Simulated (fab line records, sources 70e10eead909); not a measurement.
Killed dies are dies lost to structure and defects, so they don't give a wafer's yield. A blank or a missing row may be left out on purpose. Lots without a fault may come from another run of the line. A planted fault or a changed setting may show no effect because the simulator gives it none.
fab line records | flow nand_harc
record lots=12 wafers=36 last_day=26
route steps=1159 shown A_CONTACT@884 THIN_TSV@1124 END@1159
lots that met no fault: from a run of the same line without faults
start_h: hours from the record's first day to the start of the lot's first wafer shown | wait_h: hours since the lot's step before | " the same as in the row above | L1.1+2: a row that stands for several wafers | - no value, or no start given | * or withheld: withheld | < > ~ a bound
route shown NAME@n: a module of which the file shows steps, and the number in the route of the first | usual: mean/standard deviation of fault-free wafers | same: alike in all rows | chamber/n: place in a boat | sites: the reading at each site | _std_site: their standard deviation | _edge_site: outer sites' mean less inner sites' | radius_mm: how far each site lies from the wafer's centre | mask NAME#n: copy n | behind: the tool/chamber that last shaped the wafer | hold: why the lot was held/for how many hours/how that ended | device: the transistor (n, p or np) that didn't switch | end of line: the same wafers' tests at the end of the route | a step without rows: its recipe alone | killed: dies lost to structure and defects at the first sort, not the wafer's yield | map: a wafer's dies, x killed, . not, _ none there
set.NAME: the setting as run; set.NAME@STEP: as run at that earlier step | model.NAME: the simulator's own value behind a step, which no gauge read
steps of the route over a sample of lots; a table a step, a row a wafer
services: from which hour (start_h, from the record's first day; less than 0 if before it) a tool's chamber was out of use, for how many hours, and why
## steps
# step NHARC_A_CONTACT_DEP_57
# recipe target_thk_a=28000 temp_c=400 material=aC
# usual throttle_valve_pct=34.999/0.0095
# columns lot.wafer tool chamber start_h wait_h throttle_valve_pct
L852.1 acl_dep-01 0 376.51 - 34.989
L852.3 " 0 " " 34.984
L852.6 " 0 " " 34.995
L850.1 acl_dep-02 0 378.31 - 34.988
L850.3 " 0 " " 34.997
L850.6 " 0 " " 34.993
L851.3 acl_dep-03 0 383.32 - 34.993
L851.4 " 0 " " 34.990
L851.5 " 0 " " 35.014
L863.1 acl_dep-02 0 445.71 - 34.989
L863.3 " 0 " " 35.022
L863.5 " 0 " " 35.011
L861.3 acl_dep-01 0 448.00 - 35.012
L861.4 " 0 " " 34.980
L861.6 " 0 " " 34.994
L862.2 acl_dep-03 0 453.50 - 35.008
L862.3 " 0 " " 35.007
L862.4 " 0 " " 35.003
L865.1 acl_dep-02 0 456.99 - 34.997
L865.2 " 0 " " 34.998
L865.5 " 0 " " 34.996
L867.3 acl_dep-03 0 476.70 - 34.996
L867.4 " 0 " " 35.002
L867.5 " 0 " " 34.993
L870.1 acl_dep-02 0 490.22 - 35.008
L870.4 " 0 " " 35.003
L870.6 " 0 " " 34.996
L869.4 acl_dep-02 0 510.50 - 34.994
L869.5 " 0 " " 34.997
L869.6 " 0 " " 34.995
L872.3 acl_dep-03 0 518.96 - 34.993
L872.5 " 0 " " 34.993
L872.6 " 0 " " 34.990
L873.1 acl_dep-02 0 524.17 - 34.988
L873.2 " 0 " " 34.996
L873.6 " 0 525.59 - 35.009
# step NHARC_THIN_TSV_DEP_47
# recipe target_thk_a=2000 temp_c=withheld pressure_torr=6.5 rf_w=900 teos_flow_sccm=161.4 flow_sccm=2650 target_thk_nm=200 gas=O2 material=SiO2
# usual throttle_valve_pct=15.8/0.62
# columns lot.wafer tool chamber start_h wait_h throttle_valve_pct
L852.1 pecvd-02 2 429.41 - 14.3
L852.3 " 1 " " 15.8
L852.6 " 0 " " 14.0
L850.3 pecvd-04 1 430.64 - 15.8
L850.1 " 0 " " 16.0
L850.6 " 1 " " 15.9
L851.3 pecvd-04 1 434.97 - 16.1
L851.4 " 1 " " 16.1
L851.5 " 2 " " 16.1
L861.3 pecvd-04 2 543.44 - 15.8
L861.6 " 0 " " 16.4
L863.3 pecvd-04 2 545.28 - 16.1
L863.1 " 0 " " 16.3
L863.5 " 1 " " 16.1
L862.2 pecvd-01 1 546.87 - 15.2
L862.3 " 2 " " 16.5
L862.4 " 2 " " 16.3
L865.1 pecvd-04 2 547.69 - 16.1
L865.2 " 1 " " 16.2
L865.5 " 0 " " 16.3
L867.3 pecvd-02 0 549.79 - 15.0
L867.4 " 0 " " 14.8
L867.5 " 1 " " 16.2
L870.1 pecvd-02 0 551.77 - 15.2
L870.4 " 1 " " 16.0
L870.6 " 2 " " 14.5
L869.6 pecvd-02 0 569.13 - 15.2
L869.4 " 1 " " 15.7
L869.5 " 2 " " 14.8
L872.3 pecvd-01 0 570.71 - 16.1
L872.6 " 2 " " 16.1
L872.5 " 1 " " 15.3
L873.2 pecvd-01 1 572.80 - 15.3
L873.1 " 2 " " 16.5
L873.6 " 2 " " 16.6
# step NHARC_THIN_TSV_PVD_51
# recipe target_thk_a=1000 chamber_pressure_pa=5 material=Cu
# usual throttle_valve_pct=30.4/1.1
# columns lot.wafer tool chamber start_h wait_h throttle_valve_pct
L852.1 pvd_sputter-01 - - - 28.7
L852.3 " - " " 32.6
L852.6 " - " " 31.1
L850.1 pvd_sputter-01 - - - 32.7
L850.3 " - " " 29.9
L850.6 " - " " 32.4
L851.3 pvd_sputter-01 - - - 28.4
L851.4 " - " " 31.2
L851.5 " - " " 31.1
L861.3 pvd_sputter-02 - - - 29.0
L861.6 " - " " 31.0
L863.3 pvd_sputter-02 - - - 31.1
L863.1 " - " " 31.0
L863.5 " - " " 29.3
L862.4 pvd_sputter-01 - - - 32.3
L862.2 " - " " 29.1
L862.3 " - " " 31.0
L865.1 pvd_sputter-01 - - - 30.8
L865.2 " - " " 31.3
L865.5 " - " " 31.1
L867.3 pvd_sputter-02 - - - 29.9
L867.4 " - " " 30.9
L867.5 " - " " 30.9
L870.4 pvd_sputter-03 - - - 30.8
L870.1 " - " " 29.1
L870.6 " - " " 31.0
L869.4 pvd_sputter-03 - 570.28 - 29.2
L869.6 " - " " 29.8
L869.5 " - " " 30.9
L872.3 pvd_sputter-01 - - - 29.1
L872.6 " - " " 31.5
L872.5 " - " " 31.3
L873.1 pvd_sputter-01 - - - 32.4
L873.2 " - " " 31.6
L873.6 " - " " 32.3
# step NHARC_THIN_TSV_ETCH_59
# recipe target_depth_a=8800 icp_w=900 bias_w=100 Cl2_flow_sccm=60 bcl3_flow_sccm=30 time_s=138.1 chemistry=Cl2/BCl3
# usual drypump_motor_current_A=5.3/0.33 oes_product_au=0.997/0.013 throttle_valve_pct=22.264/0.0097
# columns lot.wafer tool chamber start_h wait_h drypump_motor_current_A oes_product_au rf_hours_counter_h throttle_valve_pct
L852.1 rie_metal-02 0 433.83 0.1 5.5 0.980 1.1 22.278
L852.3 " 1 " " 5.8 1.003 - 22.263
L852.6 " 1 " " 5.7 1.003 - 22.263
L850.1 rie_metal-03 1 435.09 0.1 4.9 0.984 4.3 22.275
L850.3 " 1 " " 4.9 0.984 - 22.274
L850.6 " 0 " " 5.6 1.005 - 22.255
L851.4 rie_metal-01 0 439.36 0.2 4.9 1.003 - 22.264
L851.3 " 1 " " 5.1 1.018 - 22.271
L851.5 " 1 " " 5.1 1.021 - 22.252
L861.3 rie_metal-02 1 548.33 0.2 5.8 1.001 - 22.271
L861.6 " 1 " " 5.8 1.012 - 22.254
L863.1 rie_metal-01 1 550.58 0.1 5.1 1.003 1.0 22.271
L863.3 " 0 " " 5.0 1.010 - 22.253
L863.5 " 1 " " 5.1 1.010 - 22.254
L862.2 rie_metal-03 1 551.51 0.2 4.9 0.969 2.4 22.268
L862.4 " 0 " " 5.5 1.002 - 22.263
L862.3 " 1 " " 4.9 0.976 - 22.268
L865.1 rie_metal-02 0 552.39 0.1 5.5 0.990 4.0 22.265
L865.2 " 1 " " 5.8 0.989 4.1 22.270
L865.5 " 1 " " 5.7 0.995 - 22.254
L867.4 rie_metal-03 0 554.39 0.2 5.6 1.001 - 22.274
L867.3 " 1 " " 4.9 0.978 - 22.269
L867.5 " 0 " " 5.5 1.010 - 22.260
L870.1 rie_metal-03 0 556.26 0.2 5.5 1.005 2.8 22.267
L870.4 " 0 " " 5.6 1.004 - 22.251
L870.6 " 1 " " 4.9 0.984 - 22.278
L869.4 rie_metal-01 1 573.59 0.2 5.1 1.003 - 22.277
L869.5 " 0 " " 5.0 1.013 - 22.256
L869.6 " 1 " " 5.1 0.997 - 22.272
L872.3 rie_metal-02 0 575.13 0.2 5.5 1.012 - 22.268
L872.6 " 0 " " 5.5 1.007 - 22.272
L872.5 " 1 " " 5.8 1.000 - 22.290
L873.1 rie_metal-02 1 577.12 0.1 5.7 1.010 0.2 22.267
L873.2 " 0 " " 5.6 1.011 0.2 22.259
L873.6 " 1 " " 5.7 0.998 - 22.240
# step NHARC_END_SORT_01
# recipe temp_c=25
# usual killed_at_array=27/12 killed_at_other=0.9/1.1 killed_at_periphery=3.2/2.4 killed_dies=31/12 killed_open=3.3/1.7 killed_short=2.0/1.6
# same gross_dies=677
# columns lot.wafer tool chamber start_h wait_h killed_at_array killed_at_other killed_at_periphery killed_dies killed_open killed_short
L861.3 prober-02 0 580.63 3.1 41 0 1 42 1 4
L861.4 prober-02 0 581.44 3.4 643 1 5 649 5 2
L861.6 prober-02 0 583.05 4.0 47 3 4 54 5 2
# killed by level:class
L861.3 A_CHANNEL_HOLE_D1:chamber_film_flake=17 A_SLIT:chamber_film_flake=14 A_CONTACT:chamber_film_flake=2 A_ONON_D1:geometric_particle:short=1 A_SGD_CUT:geometric_particle:short=1 A_WL_FILL:geometric_particle:open=1 A_WL_FILL:geometric_particle:short=1 A_CONTACT:geometric_particle:short=1
L861.4 A_CONTACT:area_dep=602 A_CHANNEL_HOLE_D1:chamber_film_flake=18 A_SLIT:chamber_film_flake=13 A_CONTACT:geometric_particle:open=2 A_CHANNEL_FILL_D1:chamber_film_flake=2 A_CONTACT:chamber_film_flake=2 P_GATE:geometric_particle:open=1 A_ONON_D1:geometric_particle:open=1
L861.6 A_CHANNEL_HOLE_D1:chamber_film_flake=18 A_SLIT:chamber_film_flake=16 A_STAIRCASE:chamber_film_flake=5 A_CONTACT:chamber_film_flake=3 A_M1:geometric_particle:open=2 P_M2:chamber_film_flake=2 P_M0:geometric_particle:open=1 A_CHANNEL_FILL_D1:geometric_particle:open=1
## services
# columns tool chamber start_h hours kind
rie_metal-01 1 356.32 5.3 repair
pecvd-04 - 376.00 13.0 pm
pecvd-01 0 388.09 12.3 repair
rie_metal-02 - 388.12 9.0 pm
pecvd-01 2 389.13 18.7 repair
pvd_sputter-02 - 392.00 10.0 pm
rie_metal-03 - 398.09 0.3 repair
acl_dep-03 - 406.25 13.0 pm
pecvd-01 2 412.07 6.6 repair
pecvd-01 - 418.40 13.0 pm
pecvd-04 1 448.79 4.4 repair
rie_metal-03 - 453.00 9.0 pm
pecvd-04 0 454.77 5.1 repair
rie_metal-01 - 509.00 9.0 pm
rie_metal-02 0 510.62 3.2 repair
pvd_sputter-01 - 514.02 10.0 pm
pecvd-02 - 515.66 13.0 pm
acl_dep-02 - 531.78 13.0 pm
pvd_sputter-01 - 545.71 0.9 repair
pvd_sputter-01 - 551.42 7.0 repair
pecvd-04 - 557.00 13.0 pm
pecvd-02 0 559.56 2.3 repair
rie_metal-02 - 565.12 9.0 pm
pecvd-04 - 570.77 2.5 repair
## key
first_sign step=NHARC_END_SORT_01 reading=killed_dies direction=up sigmas=53 usual=31 struck=649
effect step=NHARC_END_SORT_01 reading=killed_at_array direction=up sigmas=53 usual=27 struck=643
more_kills_born_at NHARC_A_CONTACT_DEP_57@acl_dep-01=602
met_at NHARC_A_CONTACT_DEP_57
struck_lots L861
struck_wafers L861.4
later_rows_left_out L861.4
tester_left_out L861
not_acting_at NHARC_THIN_TSV_DEP_47,NHARC_THIN_TSV_PVD_51,NHARC_THIN_TSV_ETCH_59
onset_between 376.51 448.00
fault kind=process_parameter_drift tool=acl_dep-01 chamber=- onset_h=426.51 steps=NHARC_A_CONTACT_DEP_57 channel=target_thk_a offset=* shape=step end_h=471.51 scope=struck_wafers_only acts_in=* stated=*
# tester_left_out: of these lots the tester's yield and bins aren't shown, on N5 and GAA mostly nor the transistor test; their killed dies are dies lost to structure and defects alone, not to doping, threshold or leakage, so they don't give the yield
# later_rows_left_out: the simulator's readings of these wafers behind a module that went badly wrong aren't trusted and aren't shown, but for the sort
